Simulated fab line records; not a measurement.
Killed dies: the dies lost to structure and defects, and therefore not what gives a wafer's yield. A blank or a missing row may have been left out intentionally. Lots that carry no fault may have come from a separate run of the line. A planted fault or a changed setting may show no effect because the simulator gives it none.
Which of the tools did it? || flow n5_finfet || 9 lots, 27 wafers sampled, at 5 steps of a route of 1938

== WHAT THE GAUGES READ, wafer by wafer ==
N5_BEOL_M4_RC_MEAS_101. Usual: DIBL_N 36.3 mV/V, standard deviation 1.1; DIBL_P 36.3 mV/V, standard deviation 1.4; IOFF_N 0.155 nA/um, standard deviation 0.019; IOFF_P 0.211 nA/um, standard deviation 0.027; ION_N 672 uA/um, standard deviation 8.5; ION_P 462 uA/um, standard deviation 5.8; SS_N 71.5 mV/dec, standard deviation 0.56; SS_P 73.3 mV/dec, standard deviation 0.52; VT_N 249.9 mV, standard deviation 2.5; VT_P -249.8 mV, standard deviation 2.8.
{"lot": "L551", "measured": "day 10 12:52", "on": "prober-01", "DIBL_N (mV/V)": "35.6 34.9 35.7", "DIBL_P (mV/V)": "36.9 35.4 35.9", "IOFF_N (nA/um)": "0.152 0.134 0.153", "IOFF_P (nA/um)": "0.178 0.170 0.178", "ION_N (uA/um)": "669 670 671", "ION_P (uA/um)": "451 456 455", "SS_N (mV/dec)": "71.1 71.3 72.0", "SS_P (mV/dec)": "73.6 73.3 73.3", "VT_N (mV)": "248.7 249.2 251.5", "VT_P (mV)": "-253.7 -252.4 -253.4", "flag": ""}
{"lot": "L554", "measured": "day 11 10:13", "on": "prober-01", "DIBL_N (mV/V)": "36.3 34.8 36.3", "DIBL_P (mV/V)": "36.4 33.7 35.6", "IOFF_N (nA/um)": "0.166 0.135 0.171", "IOFF_P (nA/um)": "0.199 0.167 0.199", "ION_N (uA/um)": "684 677 691", "ION_P (uA/um)": "462 463 465", "SS_N (mV/dec)": "71.2 71.3 71.8", "SS_P (mV/dec)": "73.6 72.6 73.6", "VT_N (mV)": "248.7 252.9 248.2", "VT_P (mV)": "-252.6 -251.8 -250.2", "flag": ""}
{"lot": "L555", "measured": "day 11 17:12", "on": "prober-01", "DIBL_N (mV/V)": "38.0 37.0 37.8", "DIBL_P (mV/V)": "36.8 36.1 36.5", "IOFF_N (nA/um)": "0.165 0.151 0.166", "IOFF_P (nA/um)": "0.207 0.196 0.200", "ION_N (uA/um)": "667 676 680", "ION_P (uA/um)": "454 456 455", "SS_N (mV/dec)": "71.7 70.8 71.3", "SS_P (mV/dec)": "73.4 72.4 73.5", "VT_N (mV)": "248.1 249.1 249.3", "VT_P (mV)": "-253.2 -252.9 -253.1", "flag": ""}
{"lot": "L557", "measured": "day 17 15:38", "on": "prober-02", "DIBL_N (mV/V)": "35.6 35.7 36.2", "DIBL_P (mV/V)": "35.6 36.2 36.6", "IOFF_N (nA/um)": "0.134 0.138 0.144", "IOFF_P (nA/um)": "0.184 0.190 0.195", "ION_N (uA/um)": "670 664 668", "ION_P (uA/um)": "460 463 461", "SS_N (mV/dec)": "71.4 71.3 71.4", "SS_P (mV/dec)": "73.3 72.7 73.2", "VT_N (mV)": "250.1 251.8 250.7", "VT_P (mV)": "-253.3 -253.4 -251.7", "flag": ""}
{"lot": "L558", "measured": "day 13 23:12", "on": "prober-02", "DIBL_N (mV/V)": "35.9 35.7 35.2", "DIBL_P (mV/V)": "36.0 35.8 35.6", "IOFF_N (nA/um)": "0.138 0.138 0.128", "IOFF_P (nA/um)": "0.162 0.165 0.158", "ION_N (uA/um)": "662 671 668", "ION_P (uA/um)": "451 455 456", "SS_N (mV/dec)": "71.5 71.1 70.8", "SS_P (mV/dec)": "73.4 72.9 72.3", "VT_N (mV)": "250.9 253.8 255.3", "VT_P (mV)": "-255.3 -253.9 -256.4", "flag": ""}
{"lot": "L567", "measured": "day 17 01:21", "on": "prober-02", "DIBL_N (mV/V)": "38.3 37.5 36.9", "DIBL_P (mV/V)": "37.3 35.8 35.6", "IOFF_N (nA/um)": "0.176 0.154 0.149", "IOFF_P (nA/um)": "0.236 0.206 0.204", "ION_N (uA/um)": "677 680 669", "ION_P (uA/um)": "462 465 457", "SS_N (mV/dec)": "71.2 71.6 71.5", "SS_P (mV/dec)": "73.9 73.1 73.6", "VT_N (mV)": "245.9 252.5 250.5", "VT_P (mV)": "-248.3 -249.6 -249.6", "flag": ""}
{"lot": "L569", "measured": "day 17 06:04", "on": "prober-02", "DIBL_N (mV/V)": "36.5 40.0 37.1", "DIBL_P (mV/V)": "36.4 40.9 37.2", "IOFF_N (nA/um)": "0.150 0.228 0.171", "IOFF_P (nA/um)": "0.210 0.301 0.236", "ION_N (uA/um)": "676 699 677", "ION_P (uA/um)": "466 479 471", "SS_N (mV/dec)": "71.5 72.5 71.1", "SS_P (mV/dec)": "72.9 74.0 73.1", "VT_N (mV)": "250.0 242.9 246.3", "VT_P (mV)": "-250.0 -244.8 -247.0", "flag": ""}
{"lot": "L570", "measured": "day 16 08:40", "on": "prober-01", "DIBL_N (mV/V)": "34.9 34.3 34.9", "DIBL_P (mV/V)": "37.6 36.8 36.6", "IOFF_N (nA/um)": "0.168 0.150 0.157", "IOFF_P (nA/um)": "0.241 0.235 0.232", "ION_N (uA/um)": "668 673 665", "ION_P (uA/um)": "470 472 465", "SS_N (mV/dec)": "70.4 71.7 71.8", "SS_P (mV/dec)": "73.3 73.1 72.6", "VT_N (mV)": "247.3 249.5 251.7", "VT_P (mV)": "-247.3 -244.4 -248.7", "flag": ""}
{"lot": "L571", "measured": "day 17 17:07", "on": "prober-01", "DIBL_N (mV/V)": "35.6 36.3 36.0", "DIBL_P (mV/V)": "35.2 34.7 35.2", "IOFF_N (nA/um)": "0.158 0.159 0.158", "IOFF_P (nA/um)": "0.210 0.200 0.205", "ION_N (uA/um)": "682 666 675", "ION_P (uA/um)": "464 459 458", "SS_N (mV/dec)": "72.1 72.0 71.3", "SS_P (mV/dec)": "73.3 73.4 73.0", "VT_N (mV)": "248.2 249.2 249.8", "VT_P (mV)": "-248.4 -250.9 -249.2", "flag": ""}

== TOOL THAT RAN EACH LOT (tool first, then ch and the chambers of the sampled wafers, then the start) ==
{"lot": "L551", "N5_GATE_CUT_STRIP_41": "rie_diel-01 ch 1,2, day 5 01:31", "N5_GATE_CUT_CUT_ETCH_53": "rie_metal-02 ch 0,1, day 5 01:43", "N5_GATE_CUT_CUT_ETCH_55": "rie_metal-02 ch 0,1, day 5 01:49", "N5_GATE_CUT_ETCH_47": "rie_metal-02 ch 0,1, day 5 01:51"}
{"lot": "L554", "N5_GATE_CUT_STRIP_41": "rie_diel-06 ch 0,2,3, day 5 18:43", "N5_GATE_CUT_CUT_ETCH_53": "rie_metal-03 ch 0,1, day 5 18:53", "N5_GATE_CUT_CUT_ETCH_55": "rie_metal-03 ch 0,1, day 5 19:00", "N5_GATE_CUT_ETCH_47": "rie_metal-03 ch 0,1, day 5 19:02"}
{"lot": "L555", "N5_GATE_CUT_STRIP_41": "rie_diel-06 ch 1,3, day 5 23:19", "N5_GATE_CUT_CUT_ETCH_53": "rie_metal-03 ch 0,1, day 5 23:30", "N5_GATE_CUT_CUT_ETCH_55": "rie_metal-03 ch 0,1, day 5 23:37", "N5_GATE_CUT_ETCH_47": "rie_metal-03 ch 0,1, day 5 23:38"}
{"lot": "L557", "N5_GATE_CUT_STRIP_41": "rie_diel-01 ch 1,2,3, day 6 14:41", "N5_GATE_CUT_CUT_ETCH_53": "rie_metal-03 ch 0,1, day 6 14:50", "N5_GATE_CUT_CUT_ETCH_55": "rie_metal-03 ch 0,1, day 6 14:58", "N5_GATE_CUT_ETCH_47": "rie_metal-03 ch 0,1, day 6 14:59"}
{"lot": "L558", "N5_GATE_CUT_STRIP_41": "rie_diel-06 ch 0,2,3, day 6 23:01", "N5_GATE_CUT_CUT_ETCH_53": "rie_metal-03 ch 0,1, day 6 23:11", "N5_GATE_CUT_CUT_ETCH_55": "rie_metal-03 ch 0,1, day 6 23:18", "N5_GATE_CUT_ETCH_47": "rie_metal-03 ch 0,1, day 6 23:20"}
{"lot": "L567", "N5_GATE_CUT_STRIP_41": "rie_diel-06 ch 2,3, day 9 00:42", "N5_GATE_CUT_CUT_ETCH_53": "rie_metal-02 ch 0,1, day 9 00:52", "N5_GATE_CUT_CUT_ETCH_55": "rie_metal-02 ch 0,1, day 9 01:02", "N5_GATE_CUT_ETCH_47": "rie_metal-02 ch 0,1, day 9 01:04"}
{"lot": "L569", "N5_GATE_CUT_STRIP_41": "rie_diel-01 ch 0,1,3, day 9 11:32", "N5_GATE_CUT_CUT_ETCH_53": "rie_metal-01 ch 0,1, day 9 11:43", "N5_GATE_CUT_CUT_ETCH_55": "rie_metal-01 ch 0,1, day 9 11:50", "N5_GATE_CUT_ETCH_47": "rie_metal-01 ch 0,1, day 9 11:52"}
{"lot": "L570", "N5_GATE_CUT_STRIP_41": "rie_diel-03 ch 0,1, day 9 18:40", "N5_GATE_CUT_CUT_ETCH_53": "rie_metal-01 ch 0,1, day 9 18:51", "N5_GATE_CUT_CUT_ETCH_55": "rie_metal-01 ch 0,1, day 9 18:58", "N5_GATE_CUT_ETCH_47": "rie_metal-01 ch 0,1, day 9 18:59"}
{"lot": "L571", "N5_GATE_CUT_STRIP_41": "rie_diel-03 ch 0,3, day 10 01:58", "N5_GATE_CUT_CUT_ETCH_53": "rie_metal-01 ch 0,1, day 10 02:10", "N5_GATE_CUT_CUT_ETCH_55": "rie_metal-01 ch 0,1, day 10 02:16", "N5_GATE_CUT_ETCH_47": "rie_metal-01 ch 0,1, day 10 02:18"}
- N5_GATE_CUT_STRIP_41: strips in CF4.
- N5_GATE_CUT_CUT_ETCH_53: etches W in SF6/Cl2, target depth 79.2 nm.
- N5_GATE_CUT_CUT_ETCH_55: etches HfO2 in BCl3, target depth 3.2 nm.
- N5_GATE_CUT_ETCH_47: etches SiO2 in Cl2/BCl3, target depth 10 nm.

== AS READ BY THE TOOLS THEMSELVES (means over the sampled wafers that have a number; for cases with no such wafer, the mark the record gives instead) ==
N5_GATE_CUT_STRIP_41. Usual: drypump_motor_current_A 5.9 A, standard deviation 0.38; oes_product_au 0.186 a.u., standard deviation 0.02; rf_vpp_V 271.0 V, standard deviation 1.5; showerhead_plenum_p_Torr 1.79 Torr, standard deviation 0.054; throttle_valve_pct 13.56 %, standard deviation 0.18.
{"lot": "L551", "tool": "rie_diel-01", "drypump_motor_current_A (A)": 5.7, "oes_product_au (a.u.)": 0.186, "rf_vpp_V (V)": 271.1, "showerhead_plenum_p_Torr (Torr)": 1.79, "throttle_valve_pct (%)": 13.74, "flag": ""}
{"lot": "L554", "tool": "rie_diel-06", "drypump_motor_current_A (A)": 5.9, "oes_product_au (a.u.)": 0.178, "rf_vpp_V (V)": 271.3, "showerhead_plenum_p_Torr (Torr)": 1.79, "throttle_valve_pct (%)": 13.47, "flag": ""}
{"lot": "L555", "tool": "rie_diel-06", "drypump_motor_current_A (A)": 6.1, "oes_product_au (a.u.)": 0.155, "rf_vpp_V (V)": 270.5, "showerhead_plenum_p_Torr (Torr)": 1.75, "throttle_valve_pct (%)": 13.88, "flag": ""}
{"lot": "L557", "tool": "rie_diel-01", "drypump_motor_current_A (A)": 5.8, "oes_product_au (a.u.)": 0.193, "rf_vpp_V (V)": 270.3, "showerhead_plenum_p_Torr (Torr)": 1.79, "throttle_valve_pct (%)": 13.62, "flag": ""}
{"lot": "L558", "tool": "rie_diel-06", "drypump_motor_current_A (A)": 5.9, "oes_product_au (a.u.)": 0.177, "rf_vpp_V (V)": 271.3, "showerhead_plenum_p_Torr (Torr)": 1.79, "throttle_valve_pct (%)": 13.49, "flag": ""}
{"lot": "L567", "tool": "rie_diel-06", "drypump_motor_current_A (A)": 5.6, "oes_product_au (a.u.)": 0.173, "rf_vpp_V (V)": 270.9, "showerhead_plenum_p_Torr (Torr)": 1.77, "throttle_valve_pct (%)": 13.48, "flag": ""}
{"lot": "L569", "tool": "rie_diel-01", "drypump_motor_current_A (A)": 5.7, "oes_product_au (a.u.)": 0.190, "rf_vpp_V (V)": 270.3, "showerhead_plenum_p_Torr (Torr)": 1.76, "throttle_valve_pct (%)": 13.58, "flag": ""}
{"lot": "L570", "tool": "rie_diel-03", "drypump_motor_current_A (A)": 5.5, "oes_product_au (a.u.)": 0.174, "rf_vpp_V (V)": 272.3, "showerhead_plenum_p_Torr (Torr)": 1.81, "throttle_valve_pct (%)": 13.57, "flag": ""}
{"lot": "L571", "tool": "rie_diel-03", "drypump_motor_current_A (A)": 6.1, "oes_product_au (a.u.)": 0.193, "rf_vpp_V (V)": 270.8, "showerhead_plenum_p_Torr (Torr)": 1.75, "throttle_valve_pct (%)": 13.55, "flag": ""}

N5_GATE_CUT_CUT_ETCH_53. Usual: drypump_motor_current_A 5.6 A, standard deviation 0.32; etch_rf_on_time_s 26.3 s, standard deviation 0.38; oes_product_au 0.66 a.u., standard deviation 0.067; rf_fwd_power_W 879 W, standard deviation 3.5; throttle_valve_pct 28.91 %, standard deviation 0.12.
{"lot": "L551", "tool": "rie_metal-02", "drypump_motor_current_A (A)": 6.1, "etch_rf_on_time_s (s)": 26.1, "oes_product_au (a.u.)": 0.68, "rf_fwd_power_W (W)": 880, "throttle_valve_pct (%)": 28.97, "flag": ""}
{"lot": "L554", "tool": "rie_metal-03", "drypump_motor_current_A (A)": 5.4, "etch_rf_on_time_s (s)": 26.3, "oes_product_au (a.u.)": 0.71, "rf_fwd_power_W (W)": 879, "throttle_valve_pct (%)": 28.91, "flag": ""}
{"lot": "L555", "tool": "rie_metal-03", "drypump_motor_current_A (A)": 5.3, "etch_rf_on_time_s (s)": 26.5, "oes_product_au (a.u.)": 0.67, "rf_fwd_power_W (W)": 882, "throttle_valve_pct (%)": 28.84, "flag": ""}
{"lot": "L557", "tool": "rie_metal-03", "drypump_motor_current_A (A)": 5.4, "etch_rf_on_time_s (s)": 33.8, "oes_product_au (a.u.)": 0.61, "rf_fwd_power_W (W)": 665, "throttle_valve_pct (%)": 28.87, "flag": "OFF"}
{"lot": "L558", "tool": "rie_metal-03", "drypump_motor_current_A (A)": 5.4, "etch_rf_on_time_s (s)": 33.8, "oes_product_au (a.u.)": 0.61, "rf_fwd_power_W (W)": 670, "throttle_valve_pct (%)": 28.86, "flag": "OFF"}
{"lot": "L567", "tool": "rie_metal-02", "drypump_motor_current_A (A)": 5.9, "etch_rf_on_time_s (s)": 26.2, "oes_product_au (a.u.)": 0.61, "rf_fwd_power_W (W)": 877, "throttle_valve_pct (%)": 28.98, "flag": ""}
{"lot": "L569", "tool": "rie_metal-01", "drypump_motor_current_A (A)": 5.8, "etch_rf_on_time_s (s)": 25.9, "oes_product_au (a.u.)": 0.60, "rf_fwd_power_W (W)": 875, "throttle_valve_pct (%)": 28.95, "flag": ""}
{"lot": "L570", "tool": "rie_metal-01", "drypump_motor_current_A (A)": 5.6, "etch_rf_on_time_s (s)": 25.8, "oes_product_au (a.u.)": 0.60, "rf_fwd_power_W (W)": 876, "throttle_valve_pct (%)": 28.82, "flag": ""}
{"lot": "L571", "tool": "rie_metal-01", "drypump_motor_current_A (A)": 5.6, "etch_rf_on_time_s (s)": 25.8, "oes_product_au (a.u.)": 0.60, "rf_fwd_power_W (W)": 883, "throttle_valve_pct (%)": 28.85, "flag": ""}

N5_GATE_CUT_CUT_ETCH_55. Usual: drypump_motor_current_A 5.6 A, standard deviation 0.32; oes_product_au 0.73 a.u., standard deviation 0.074; rf_fwd_power_W 440.8 W, standard deviation 2.1; throttle_valve_pct 33.08 %, standard deviation 0.19.
{"lot": "L551", "tool": "rie_metal-02", "drypump_motor_current_A (A)": 6.1, "oes_product_au (a.u.)": 0.75, "rf_fwd_power_W (W)": 439.5, "throttle_valve_pct (%)": 33.20, "flag": ""}
{"lot": "L554", "tool": "rie_metal-03", "drypump_motor_current_A (A)": 5.4, "oes_product_au (a.u.)": 0.78, "rf_fwd_power_W (W)": 441.3, "throttle_valve_pct (%)": 33.01, "flag": ""}
{"lot": "L555", "tool": "rie_metal-03", "drypump_motor_current_A (A)": 5.4, "oes_product_au (a.u.)": 0.73, "rf_fwd_power_W (W)": 443.5, "throttle_valve_pct (%)": 33.02, "flag": ""}
{"lot": "L557", "tool": "rie_metal-03", "drypump_motor_current_A (A)": 5.4, "oes_product_au (a.u.)": 0.78, "rf_fwd_power_W (W)": 441.6, "throttle_valve_pct (%)": 33.02, "flag": ""}
{"lot": "L558", "tool": "rie_metal-03", "drypump_motor_current_A (A)": 5.4, "oes_product_au (a.u.)": 0.77, "rf_fwd_power_W (W)": 441.6, "throttle_valve_pct (%)": 33.02, "flag": ""}
{"lot": "L567", "tool": "rie_metal-02", "drypump_motor_current_A (A)": 5.9, "oes_product_au (a.u.)": 0.67, "rf_fwd_power_W (W)": 440.2, "throttle_valve_pct (%)": 33.28, "flag": ""}
{"lot": "L569", "tool": "rie_metal-01", "drypump_motor_current_A (A)": 5.8, "oes_product_au (a.u.)": 0.66, "rf_fwd_power_W (W)": 439.8, "throttle_valve_pct (%)": 33.12, "flag": ""}
{"lot": "L570", "tool": "rie_metal-01", "drypump_motor_current_A (A)": 5.7, "oes_product_au (a.u.)": 0.67, "rf_fwd_power_W (W)": 437.9, "throttle_valve_pct (%)": 32.90, "flag": ""}
{"lot": "L571", "tool": "rie_metal-01", "drypump_motor_current_A (A)": 5.6, "oes_product_au (a.u.)": 0.66, "rf_fwd_power_W (W)": 439.8, "throttle_valve_pct (%)": 32.90, "flag": ""}

N5_GATE_CUT_ETCH_47. Usual: drypump_motor_current_A 5.6 A, standard deviation 0.32; oes_product_au 0.72 a.u., standard deviation 0.074; rf_fwd_power_W 980 W, standard deviation 5.1; throttle_valve_pct 22.81 %, standard deviation 0.094.
{"lot": "L551", "tool": "rie_metal-02", "drypump_motor_current_A (A)": 6.1, "oes_product_au (a.u.)": 0.75, "rf_fwd_power_W (W)": 979, "throttle_valve_pct (%)": 22.84, "flag": ""}
{"lot": "L554", "tool": "rie_metal-03", "drypump_motor_current_A (A)": 5.4, "oes_product_au (a.u.)": 0.77, "rf_fwd_power_W (W)": 979, "throttle_valve_pct (%)": 22.79, "flag": ""}
{"lot": "L555", "tool": "rie_metal-03", "drypump_motor_current_A (A)": 5.3, "oes_product_au (a.u.)": 0.73, "rf_fwd_power_W (W)": 979, "throttle_valve_pct (%)": 22.75, "flag": ""}
{"lot": "L557", "tool": "rie_metal-03", "drypump_motor_current_A (A)": 5.4, "oes_product_au (a.u.)": 0.77, "rf_fwd_power_W (W)": 981, "throttle_valve_pct (%)": 22.80, "flag": ""}
{"lot": "L558", "tool": "rie_metal-03", "drypump_motor_current_A (A)": 5.4, "oes_product_au (a.u.)": 0.77, "rf_fwd_power_W (W)": 986, "throttle_valve_pct (%)": 22.79, "flag": ""}
{"lot": "L567", "tool": "rie_metal-02", "drypump_motor_current_A (A)": 5.9, "oes_product_au (a.u.)": 0.68, "rf_fwd_power_W (W)": 980, "throttle_valve_pct (%)": 22.90, "flag": ""}
{"lot": "L569", "tool": "rie_metal-01", "drypump_motor_current_A (A)": 5.7, "oes_product_au (a.u.)": 0.66, "rf_fwd_power_W (W)": 972, "throttle_valve_pct (%)": 22.89, "flag": ""}
{"lot": "L570", "tool": "rie_metal-01", "drypump_motor_current_A (A)": 5.7, "oes_product_au (a.u.)": 0.66, "rf_fwd_power_W (W)": 976, "throttle_valve_pct (%)": 22.80, "flag": ""}
{"lot": "L571", "tool": "rie_metal-01", "drypump_motor_current_A (A)": 5.7, "oes_product_au (a.u.)": 0.66, "rf_fwd_power_W (W)": 975, "throttle_valve_pct (%)": 22.80, "flag": ""}

== THE ANSWER, worked out from the rows above alone ==
Rule: lot off if the mean of its wafers having a number is beyond 3 standard deviations from the usual mean. Also off: a lot with no number at a reading for which 4 or more lots have one. Where the step has rows for the other lots, those lots are counted as sound. Order of review: gauges by route order, followed by the tools' own readings, for which a lot's mean as printed above is used. The first step at which some lot is off is used, and at that step the reading that is off furthest; a lot without a number counts as furthest.
Off at N5_GATE_CUT_CUT_ETCH_53 (rf_fwd_power_W): L557, L558.
A tool fits if, at that step or a process step before it, it ran every lot that is off, and no sound lot after the first of them. One fits: N5_GATE_CUT_CUT_ETCH_53 on rie_metal-03. Its last sound lot is L555 (day 5 23:30), its first lot that is off L557 (day 6 14:50): a fault that began between those two fits.
The tool's own readings at N5_GATE_CUT_CUT_ETCH_53 bear it out: on the lots that are off they differ by more than 5 times the standard deviation of the sound lots' means. etch_rf_on_time_s reads 33.8 s there against 26.1 s on the sound lots; rf_fwd_power_W reads 668 W there against 879 W on the sound lots.

== WHAT THE SIMULATOR HAD PUT IN ==
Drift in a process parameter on rie_metal-03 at N5_GATE_CUT_CUT_ETCH_53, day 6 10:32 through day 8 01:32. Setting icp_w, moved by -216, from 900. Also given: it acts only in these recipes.
Lots struck among those shown: L558, L557. Same finding as the rule above.
